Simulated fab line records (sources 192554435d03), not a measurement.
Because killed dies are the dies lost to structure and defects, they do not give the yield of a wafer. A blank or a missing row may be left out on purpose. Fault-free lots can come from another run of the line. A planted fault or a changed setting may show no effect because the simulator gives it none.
Matching of chambers + flow n5Finfet + 3 sister chambers for N5_BEOL_M0_SAQP_PECVD_97 on pecvd-01
The step deposits SiNx from SiH4/NH3/N2, target thk 23 nm, time 19.9 s. 3 wafers are shown with their chamber, then 8 later ones without.

WAFERS PAIRED WITH THEIR CHAMBERS
| wafer  | chamber | throttleValvePct (%) |
|--------|---------|----------------------|
| L082.4 | 2       | 41.9                 |
| L082.6 | 0       | 37.9                 |
| L084.1 | 1       | 43.1                 |

WAFERS WITHOUT THEIR CHAMBER
| wafer  | throttleValvePct (%) |
|--------|----------------------|
| L084.2 | 37.9                 |
| L084.5 | 42.0                 |
| L089.1 | 42.1                 |
| L089.2 | 37.9                 |
| L089.5 | 41.9                 |
| L095.2 | 43.3                 |
| L095.5 | 43.0                 |
| L095.6 | 37.8                 |

WHICH CHAMBER EACH ONE RAN IN
| wafer  | from the rows above | in truth |
|--------|---------------------|----------|
| L084.2 | 0                   | 0        |
| L084.5 | 2                   | 2        |
| L089.1 | 2                   | 2        |
| L089.2 | 0                   | 0        |
| L089.5 | 2                   | 2        |
| L095.2 | 1                   | 1        |
| L095.5 | 1                   | 1        |
| L095.6 | 0                   | 0        |
Correct placement for 8 of the 8. Not placeable from these rows: 0. Number placed wrongly: 0.
How it was worked out, from the rows above alone: a wafer's distance from a chamber is the root of the sum, over the readings, of the square of ((its reading less the chamber's mean) divided by the reading's scatter). If the next closest chamber is less than 2 further off than the closest, the wafer can't be placed; otherwise it belongs to the closest. The mean given for a chamber averages the wafers shown for that chamber. The scatter: with one shown wafer a chamber, the root of the mean of the squares of how far each hidden wafer lies from its nearest shown one.
